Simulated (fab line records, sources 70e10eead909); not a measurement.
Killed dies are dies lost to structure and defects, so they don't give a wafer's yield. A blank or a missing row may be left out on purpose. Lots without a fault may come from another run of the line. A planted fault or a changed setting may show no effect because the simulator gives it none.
Which tool did it? | flow nand_harc | 24 lots, 72 wafers sampled, at 5 steps of a route of 1159

WHAT THE GAUGES READ, wafer by wafer
NHARC_A_STAIRCASE_INSPECT_155.
lot  | measured     | on                | raw_defect_count
L075 | day 13 14:53 | defect_inspect-01 | 219 249 208
L074 | day 13 15:20 | defect_inspect-01 | 434 306 286
L076 | day 14 04:00 | defect_inspect-01 | 221 257 335
L077 | day 14 08:56 | defect_inspect-02 | 271 263 291
L078 | day 14 22:26 | defect_inspect-02 | 270 148 208
L080 | day 15 07:59 | defect_inspect-02 | 238 469 476
L079 | day 15 07:26 | defect_inspect-01 | 204 213 336
L082 | day 15 20:25 | defect_inspect-01 | 441 276 366
L081 | day 15 20:46 | defect_inspect-01 | 470 463 417
L083 | day 15 20:07 | defect_inspect-01 | 310 283 227
L084 | day 16 06:37 | defect_inspect-01 | 225 295 238
L085 | day 16 22:59 | defect_inspect-01 | 260 195 308
L086 | day 16 23:23 | defect_inspect-01 | 508 329 414
L087 | day 16 23:04 | defect_inspect-02 | 378 322 258
L088 | day 17 21:35 | defect_inspect-02 | 290 343 327
L089 | day 17 21:29 | defect_inspect-01 | 248 287 214
L091 | day 17 22:59 | defect_inspect-01 | 352 249 263
L090 | day 17 21:04 | defect_inspect-01 | 247 263 326
L093 | day 18 09:59 | defect_inspect-02 | 351 318 291
L092 | day 18 10:14 | defect_inspect-02 | 201 367 376
L094 | day 19 01:48 | defect_inspect-02 | 383 465 328
L095 | day 19 02:04 | defect_inspect-01 | 280 239 167
L096 | day 19 01:40 | defect_inspect-02 | 273 269 294
L097 | day 19 15:37 | defect_inspect-02 | 419 373 261

NHARC_A_SGD_CUT_OVL_MEAS_10.
lot  | measured     | on         | overlay_x_nm (nm) | overlay_y_nm (nm)
L075 | day 13 15:49 | overlay-02 | 0.2 -0.5 0.3      | -0.6 -0.3 -0.4
L074 | day 13 16:13 | overlay-02 | 0.0 -0.2 -1.1     | -1.3 -1.2 -1.1
L076 | day 14 04:52 | overlay-01 | -0.3 0.2 0.4      | -0.7 0.0 -0.8
L077 | day 14 09:49 | overlay-01 | -0.4 -0.5 -0.6    | -0.4 -0.9 -0.4
L078 | day 14 23:11 | overlay-02 | 0.5 0.4 0.6       | -0.3 -0.5 -1.1
L080 | day 15 09:06 | overlay-02 | -1.9 -0.8 -1.2    | 0.9 0.4 1.0
L079 | day 15 08:56 | overlay-01 | -1.4 -1.8 -1.6    | 0.2 -0.2 0.7
L082 | day 15 21:17 | overlay-01 | -0.1 -0.4 0.1     | 0.5 0.3 0.6
L081 | day 15 21:40 | overlay-02 | 0.6 0.2 0.8       | -0.4 -0.2 -0.3
L083 | day 15 21:00 | overlay-01 | 0.4 0.7 0.8       | 0.1 -0.6 0.3
L084 | day 16 07:22 | overlay-02 | -0.6 0.1 0.1      | 0.7 1.3 0.7
L085 | day 16 23:58 | overlay-01 | 0.5 0.0 0.0       | -0.2 0.6 0.0
L086 | day 17 00:19 | overlay-02 | 0.4 0.8 0.2       | 0.4 0.2 -0.2
L087 | day 17 00:08 | overlay-01 | 1.5 0.8 1.1       | 0.5 0.3 1.0
L088 | day 17 22:32 | overlay-02 | -0.9 -0.1 -0.3    | 0.7 0.3 0.3
L089 | day 17 22:23 | overlay-01 | 0.3 0.1 -0.1      | 1.1 1.2 0.2
L091 | day 17 23:52 | overlay-01 | 0.3 0.5 0.6       | -0.1 -0.6 -0.1
L090 | day 17 21:57 | overlay-02 | -0.2 0.2 -0.2     | 0.6 0.8 0.4
L093 | day 18 10:53 | overlay-01 | -0.2 -0.7 -0.5    | 2.7 3.0 2.8
L092 | day 18 11:06 | overlay-01 | 0.4 0.4 0.8       | 0.2 0.4 0.4
L094 | day 19 02:41 | overlay-01 | 0.8 1.0 0.9       | 0.3 0.2 -0.8
L095 | day 19 02:57 | overlay-01 | -1.6 -1.1 -0.8    | 1.6 1.1 1.4
L096 | day 19 02:25 | overlay-01 | 0.4 0.9 0.4       | -1.0 -1.2 -1.2
L097 | day 19 16:27 | overlay-02 | 1.0 1.0 1.0       | -0.1 -0.1 0.3

NHARC_A_SGD_CUT_INSPECT_11.
lot  | measured     | on                | raw_defect_count
L075 | day 13 15:52 | defect_inspect-01 | 29 18 17
L074 | day 13 16:15 | defect_inspect-01 | 6 5 13
L076 | day 14 04:55 | defect_inspect-01 | 23 27 22
L077 | day 14 09:52 | defect_inspect-02 | 5 10 5
L078 | day 14 23:14 | defect_inspect-01 | 34 30 28
L080 | day 15 09:08 | defect_inspect-02 | 28 29 24
L079 | day 15 08:58 | defect_inspect-01 | 11 11 15
L082 | day 15 21:19 | defect_inspect-02 | 33 25 33
L081 | day 15 21:43 | defect_inspect-02 | 14 25 32
L083 | day 15 21:02 | defect_inspect-02 | 17 11 10
L084 | day 16 07:25 | defect_inspect-02 | 15 11 6
L085 | day 17 00:00 | defect_inspect-01 | 23 41 36
L086 | day 17 00:22 | defect_inspect-02 | 7 3 9
L087 | day 17 00:11 | defect_inspect-02 | 12 10 9
L088 | day 17 22:34 | defect_inspect-01 | 26 18 36
L089 | day 17 22:25 | defect_inspect-01 | 13 8 17
L091 | day 17 23:55 | defect_inspect-01 | 9 11 9
L090 | day 17 21:59 | defect_inspect-02 | 30 28 29
L093 | day 18 10:55 | defect_inspect-01 | 10 12 11
L092 | day 18 11:08 | defect_inspect-01 | 12 12 13
L094 | day 19 02:43 | defect_inspect-02 | 12 13 12
L095 | day 19 02:59 | defect_inspect-01 | 37 22 24
L096 | day 19 02:28 | defect_inspect-02 | 16 6 9
L097 | day 19 16:29 | defect_inspect-01 | 14 15 11

WHICH TOOL RAN EACH LOT (tool, then ch and the chambers of the sampled wafers, then the start)
lot  | NHARC_A_STAIRCASE_STRIP_238          | NHARC_A_STAIRCASE_STRIP_475
L075 | plasma_asher-01 ch 0,1, day 11 00:37 | rie_diel-01 ch 0,2,3, day 13 14:53 or earlier
L074 | plasma_asher-01 ch 0,1, day 11 07:35 | rie_diel-02 ch 2,3, day 13 15:20 or earlier
L076 | plasma_asher-01 ch 0, day 11 20:44   | rie_diel-04 ch 0,2,3, day 14 04:00 or earlier
L077 | plasma_asher-01 ch 0,1, day 11 21:01 | rie_diel-04 ch 1,2,3, day 14 08:56 or earlier
L078 | plasma_asher-02 ch 0,1, day 12 04:50 | rie_diel-01 ch 1,2,3, day 14 22:26 or earlier
L080 | plasma_asher-02 ch 0,1, day 12 20:03 | rie_diel-01 ch 1,2, day 15 07:59 or earlier
L079 | plasma_asher-02 ch 0,1, day 12 20:20 | rie_diel-01 ch 0,1,3, day 15 07:26 or earlier
L082 | plasma_asher-02 ch 0,1, day 13 12:19 | rie_diel-01 ch 1,2,3, day 15 20:25 or earlier
L081 | plasma_asher-01 ch 0,1, day 13 14:00 | rie_diel-02 ch 0,1, day 15 20:01
L083 | plasma_asher-01 ch 0, day 13 14:11   | rie_diel-04 ch 1,3, day 15 20:07 or earlier
L084 | plasma_asher-02 ch 0,1, day 13 22:14 | rie_diel-02 ch 0,1,2, day 16 05:53
L085 | plasma_asher-02 ch 0,1, day 14 12:32 | rie_diel-04 ch 1,2,3, day 16 22:59 or earlier
L086 | plasma_asher-02 ch 0,1, day 14 12:57 | rie_diel-02 ch 1,2, day 16 23:23 or earlier
L087 | plasma_asher-01 ch 0,1, day 14 17:37 | rie_diel-02 ch 1,2, day 16 23:04 or earlier
L088 | plasma_asher-01 ch 0,1, day 14 23:18 | rie_diel-02 ch 0,1,3, day 17 21:35 or earlier
L089 | plasma_asher-02 ch 0,1, day 15 00:08 | rie_diel-02 ch 1,2,3, day 17 21:29 or earlier
L091 | plasma_asher-02 ch 0,1, day 15 06:26 | rie_diel-04 ch 0,1,3, day 17 22:59 or earlier
L090 | plasma_asher-02 ch 0,1, day 15 06:58 | rie_diel-01 ch 2,3, day 17 21:04 or earlier
L093 | plasma_asher-01 ch 0,1, day 15 22:31 | rie_diel-02 ch 1,2, day 18 09:59 or earlier
L092 | plasma_asher-02 ch 0,1, day 15 22:39 | rie_diel-04 ch 0,1,2, day 18 10:14 or earlier
L094 | plasma_asher-02 ch 0,1, day 16 12:08 | rie_diel-01 ch 1,2, day 19 01:48 or earlier
L095 | plasma_asher-02 ch 0,1, day 16 13:10 | rie_diel-04 ch 2,3, day 19 02:04 or earlier
L096 | plasma_asher-02 ch 0,1, day 16 18:08 | rie_diel-04 ch 0,1, day 19 01:40 or earlier
L097 | plasma_asher-02 ch 0,1, day 16 22:52 | rie_diel-01 ch 1,3, day 19 15:37 or earlier
- NHARC_A_STAIRCASE_STRIP_238: strips in O2.
- NHARC_A_STAIRCASE_STRIP_475: strips in O2, time 20 s.

WHAT THE TOOLS THEMSELVES READ (means of the sampled wafers that have a number; where no wafer has one, the mark that the record gives instead)
NHARC_A_STAIRCASE_STRIP_238.
lot  | tool            | drypump_motor_current_A (A) | heater_power_w (W)
L075 | plasma_asher-01 | 5.4                         | 318
L074 | plasma_asher-01 | 5.4                         | 319
L076 | plasma_asher-01 | 5.7                         | 340
L077 | plasma_asher-01 | 5.4                         | 316
L078 | plasma_asher-02 | 5.7                         | 342
L080 | plasma_asher-02 | 5.4                         | 340
L079 | plasma_asher-02 | 5.4                         | 333
L082 | plasma_asher-02 | 5.7                         | 342
L081 | plasma_asher-01 | 5.4                         | 336
L083 | plasma_asher-01 | 5.7                         | 353
L084 | plasma_asher-02 | 5.4                         | 336
L085 | plasma_asher-02 | 5.4                         | 334
L086 | plasma_asher-02 | 5.4                         | 332
L087 | plasma_asher-01 | 5.6                         | 342
L088 | plasma_asher-01 | 5.4                         | 330
L089 | plasma_asher-02 | 5.7                         | 344
L091 | plasma_asher-02 | 5.4                         | 340
L090 | plasma_asher-02 | 5.4                         | 338
L093 | plasma_asher-01 | 5.4                         | 332
L092 | plasma_asher-02 | 5.4                         | 337
L094 | plasma_asher-02 | 5.4                         | 350
L095 | plasma_asher-02 | 5.7                         | 344
L096 | plasma_asher-02 | 5.6                         | 346
L097 | plasma_asher-02 | 5.4                         | 351

NHARC_A_STAIRCASE_STRIP_475.
lot  | tool        | drypump_motor_current_A (A) | o2_flow_sccm (sccm) | oes_product_au (a.u.) | rf_vpp_V (V) | showerhead_plenum_p_Torr (Torr) | throttle_valve_pct (%)
L075 | rie_diel-01 | 5.7                         | 499.7               | 0.994                 | 57.7         | 3.52                            | 17.026
L074 | rie_diel-02 | 5.6                         | 499.3               | 0.984                 | 57.8         | 3.29                            | 17.034
L076 | rie_diel-04 | 5.3                         | 500.4               | 1.001                 | 57.4         | 3.57                            | 17.038
L077 | rie_diel-04 | 5.6                         | 500.2               | 0.995                 | 58.2         | 3.53                            | 17.034
L078 | rie_diel-01 | 5.5                         | 501.2               | 1.010                 | 57.5         | 3.56                            | 17.040
L080 | rie_diel-01 | 5.8                         | 500.8               | 1.012                 | 57.4         | 3.64                            | 17.038
L079 | rie_diel-01 | 5.4                         | 500.1               | 0.996                 | 58.2         | 3.57                            | 17.033
L082 | rie_diel-01 | 5.5                         | 500.1               | 1.005                 | 57.3         | 3.56                            | 17.034
L081 | rie_diel-02 | 6.3                         | 499.8               | 0.999                 | 57.8         | 3.34                            | 17.035
L083 | rie_diel-04 | 5.7                         | 499.2               | 0.996                 | 57.4         | 3.55                            | 17.032
L084 | rie_diel-02 | 6.2                         | 501.7               | 0.998                 | 57.5         | 3.48                            | 17.035
L085 | rie_diel-04 | 5.6                         | 500.3               | 1.010                 | 59.0         | 3.51                            | 17.040
L086 | rie_diel-02 | 6.1                         | 501.4               | 1.002                 | 58.4         | 3.51                            | 17.045
L087 | rie_diel-02 | 6.2                         | 500.0               | 1.008                 | 58.2         | 3.51                            | 17.021
L088 | rie_diel-02 | 5.9                         | 500.5               | 1.003                 | 56.8         | 3.31                            | 17.037
L089 | rie_diel-02 | 5.8                         | 499.9               | 1.000                 | 57.2         | 3.48                            | 17.040
L091 | rie_diel-04 | 5.5                         | 497.4               | 1.008                 | 58.0         | 3.59                            | 17.044
L090 | rie_diel-01 | 5.8                         | 501.8               | 1.003                 | 57.6         | 3.49                            | 17.033
L093 | rie_diel-02 | 6.0                         | 500.5               | 0.991                 | 57.9         | 3.64                            | 17.036
L092 | rie_diel-04 | 5.5                         | 499.4               | 1.011                 | 57.4         | 3.55                            | 17.041
L094 | rie_diel-01 | 5.6                         | 501.3               | 1.002                 | 58.1         | 3.69                            | 17.035
L095 | rie_diel-04 | 5.5                         | 499.2               | 0.988                 | 56.6         | 3.50                            | 17.041
L096 | rie_diel-04 | 5.3                         | 501.2               | 1.009                 | 57.4         | 3.63                            | 17.042
L097 | rie_diel-01 | 5.1                         | 497.7               | 0.996                 | 57.7         | 3.46                            | 17.034

THE ANSWER, worked out from the rows above alone
Rule: what is usual is taken from the lots themselves. Put in order of their means at a reading, lots are off if they are a third of the lots or fewer, leave a main group of 4 or more, and stand apart from it by a gap of 3 or more times the standard deviation of the main group's means; of several such gaps the widest counts. A main group whose means are all the same, to the digits that the tables above print for the reading, isn't used. A lot without any number at a reading at which 4 lots or more have one is off too. The other lots that the step has rows for count as sound. The gauges are gone through in route order, then the tools' own readings, and for those a lot's mean is taken as printed above. The first step at which some lot is off is used, and at that step the reading that is off furthest; a lot without a number counts as furthest.
No lot is off at any reading shown: from this, nothing can be told.

WHAT THE SIMULATOR HAD PUT IN
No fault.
